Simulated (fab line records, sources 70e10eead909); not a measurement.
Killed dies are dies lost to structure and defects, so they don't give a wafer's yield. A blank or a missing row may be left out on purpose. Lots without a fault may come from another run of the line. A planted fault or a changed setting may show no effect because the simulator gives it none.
One fault seen from 2 desks | flow nand_harc | each desk has only its own numbers; what lay behind them comes last

THE TOOL OWNER'S DESK: krf_scanner-03
The tool's own readings at NHARC_P_GATE_EXPOSE_43 (exposes mask P NSD, target cd 720 nm): means of the sampled wafers that have a number, for each lot that ran on this tool. A lot is out of limits, marked OUT, if its mean lies more than 4 standard deviations from the usual mean; the brackets give that distance.
Columns: A = exposure_dose_mJ_cm2 at NHARC_P_GATE_EXPOSE_43, usual 14.816
lot  | first seen here | A
L706 | day 5 22:55     | 14.812
L715 | day 9 11:51     | 14.808
L716 | day 10 00:19    | 14.829
L724 | day 13 11:13    | 12.491 (-99 or more) OUT
L726 | day 14 05:47    | 12.489 (-99 or more) OUT
This desk's finding: out of limits on L724, L726; first on L724, day 13 11:13 (exposure_dose_mJ_cm2 at NHARC_P_GATE_EXPOSE_43). In limits: L706, L715, L716.

THE METROLOGY DESK
What the gauges read, lot by lot, whatever tool the lot ran on: means of the sampled wafers that have a number. A lot is out of limits, marked OUT, if its mean lies more than 4 standard deviations from the usual mean; the brackets give that distance.
Columns: A = cd_nm at NHARC_P_GATE_CD_MEAS_11, usual 1640.4 nm; B = cd_nm at NHARC_P_GATE_CD_MEAS_46, usual 719.6 nm
lot  | first seen here | A      | B
L705 | day 4 08:09     | 1643.2 | 720.3
L706 | day 4 20:57     | 1639.2 | 719.7
L707 | day 5 07:11     | 1642.6 | 719.9
L710 | day 6 12:40     | 1641.0 | 720.6
L712 | day 7 06:28     | 1641.3 | 720.3
L715 | day 8 09:53     | 1640.5 | 719.1
L716 | day 8 22:13     | 1639.0 | 720.0
L717 | day 9 10:46     | 1639.8 | 718.4
L718 | day 10 09:55    | 1639.9 | 719.7
L724 | day 12 08:07    | 1639.4 | 689.7 (-27) OUT
L726 | day 13 03:57    | 1641.5 | 690.9 (-26) OUT
L728 | day 13 22:07    | 1640.2 | 717.8
This desk's finding: out of limits on L724, L726; first on L724, day 13 11:23 (cd_nm at NHARC_P_GATE_CD_MEAS_46). In limits: L705, L706, L707, L710, L712, L715, L716, L717, L718, L728.

PUT TOGETHER
The tool owner's desk could have raised an alarm at day 13 11:13, on L724, L726.
The metrology desk could have raised an alarm at day 13 11:23, on L724, L726.
Of the lots named, all ran NHARC_P_GATE_EXPOSE_43 on krf_scanner-03.

WHAT THE SIMULATOR HAD PUT IN
Process parameter drift: krf_scanner-03, from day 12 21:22 on, at NHARC_P_GATE_EXPOSE_43. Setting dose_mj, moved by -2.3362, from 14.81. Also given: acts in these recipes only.
Lots struck among those shown: L724, L726.
Hours from the fault's start to each desk's first reading out of limits: the tool owner's desk, 14; the metrology desk, 14.
